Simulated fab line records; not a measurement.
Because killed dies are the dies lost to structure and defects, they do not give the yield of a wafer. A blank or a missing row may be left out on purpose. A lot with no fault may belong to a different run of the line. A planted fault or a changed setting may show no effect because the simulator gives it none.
The tool behind it: which one? | flow n5_finfet | 30 wafers from 10 lots sampled at 5 of the route's 1938 steps

## WHAT THE GAUGES READ, wafer by wafer
N5_BEOL_M10_THK_MEAS_01.
lot  | measured     | on            | M10_ILD_THK (nm)
L708 | day 9 16:17  | film_metro-02 | 272 271 269
L710 | day 10 08:14 | film_metro-01 | 266 268 267
L711 | day 10 22:25 | film_metro-01 | 263 270 270
L720 | day 13 16:32 | film_metro-01 | 306 311 312
L722 | day 13 22:34 | film_metro-01 | 305 308 311
L721 | day 13 23:13 | film_metro-01 | 306 316 311
L723 | day 14 05:47 | film_metro-02 | 267 273 271
L724 | day 14 09:46 | film_metro-01 | 270 271 274
L728 | day 15 06:25 | film_metro-01 | 266 263 269
L729 | day 15 15:09 | film_metro-02 | 263 269 269

## EACH LOT AND THE TOOL THAT RAN IT (in order: tool; ch and the chambers of the sampled wafers; start)
lot  | N5_BEOL_M9_ALD_74                   | N5_BEOL_M9_SURFACE_TREAT_79  | N5_BEOL_M9_CMP_52             | N5_BEOL_M10_CURE_71
L708 | ald_metal-02 ch 0,1, day 9 13:55    | pvd_sputter-01, day 9 14:12  | cmp-02 ch 1,2,3, day 9 15:13  | uv_cure-02 ch 2, day 9 15:56
L710 | ald_metal-04 ch 0,2,3, day 10 05:26 | pvd_sputter-03, day 10 05:43 | cmp-02 ch 0,1,3, day 10 07:09 | uv_cure-03 ch 1, day 10 07:43
L711 | ald_metal-01 ch 0,3, day 10 19:53   | pvd_sputter-01, day 10 20:20 | cmp-01 ch 0,1,2, day 10 21:11 | uv_cure-03 ch 2, day 10 21:55
L720 | ald_metal-04 ch 0,1,3, day 13 14:03 | pvd_sputter-03, day 13 14:22 | cmp-04 ch 0,1, day 13 15:29   | uv_cure-03 ch 1, day 13 16:02
L722 | ald_metal-02 ch 0,2,3, day 13 19:50 | pvd_sputter-01, day 13 20:08 | cmp-04 ch 0,2, day 13 21:17   | uv_cure-03 ch 1, day 13 22:04
L721 | ald_metal-01 ch 0,2,3, day 13 20:10 | pvd_sputter-01, day 13 20:29 | cmp-02 ch 0,1, day 13 22:07   | uv_cure-03 ch 2, day 13 22:46
L723 | ald_metal-01 ch 0,3, day 14 03:36   | pvd_sputter-03, day 14 03:57 | cmp-01 ch 0,2,3, day 14 04:47 | uv_cure-02 ch 1, day 14 05:21
L724 | ald_metal-02 ch 0,1, day 14 07:30   | pvd_sputter-01, day 14 07:57 | cmp-01 ch 1,2,3, day 14 08:48 | uv_cure-02 ch 2, day 14 09:20
L728 | ald_metal-02 ch 0,1,3, day 15 02:40 | pvd_sputter-01, day 15 03:13 | cmp-02 ch 1,2,3, day 15 05:23 | uv_cure-01 ch 2, day 15 05:55
L729 | ald_metal-01 ch 1,2,3, day 15 12:27 | pvd_sputter-03, day 15 12:58 | cmp-01 ch 0,1, day 15 14:02   | uv_cure-02 ch 2, day 15 14:48
- N5_BEOL_M9_ALD_74: deposits TaN, target thk 2 nm, pulse time 2 s, purge time 3 s.
- N5_BEOL_M9_SURFACE_TREAT_79
- N5_BEOL_M9_CMP_52: polishes, stops on SiCOH lowk, t overpolish 7 s, target thk 140 nm.
- N5_BEOL_M10_CURE_71: cures SiCOH lowk, time 240 s.

## THE ANSWER, worked out from the rows above alone
Rule: the lots themselves supply what counts as usual. The widest of any qualifying gaps counts: lots, ordered by their means at a reading, are off when they make up no more than a third of the lots, leave a main group of 4 or more, and stand apart from it by 3 or more times the standard deviation of that group's means. If all means in a main group match to the digits the tables above print for the reading, that group is not used. A lot without any number at a reading at which 4 lots or more have one is off too. All remaining lots with rows at the step are treated as sound.
Off: L720, L722, L721, at N5_BEOL_M10_THK_MEAS_01 (M10_ILD_THK). The main group: mean 269 nm, standard deviation 2.1.
A tool fits if, at a process step before that reading, it ran every lot that is off, and no sound lot after the first of them. Gauges at N5_BEOL_M10_THK_MEAS_01: tried the same way as those tools. One candidate fits, namely uv_cure-03 at N5_BEOL_M10_CURE_71. A fault onset in the window from L711 (day 10 21:55, its last sound lot) to L720 (day 13 16:02, its first lot off) fits.

## WHAT WAS PUT IN BY THE SIMULATOR
Beginning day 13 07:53, the whole step at N5_BEOL_M10_CURE_71 was skipped on uv_cure-03. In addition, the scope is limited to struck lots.
Struck lots among those shown: L720, L722, L721. The rule given above showed the same thing.
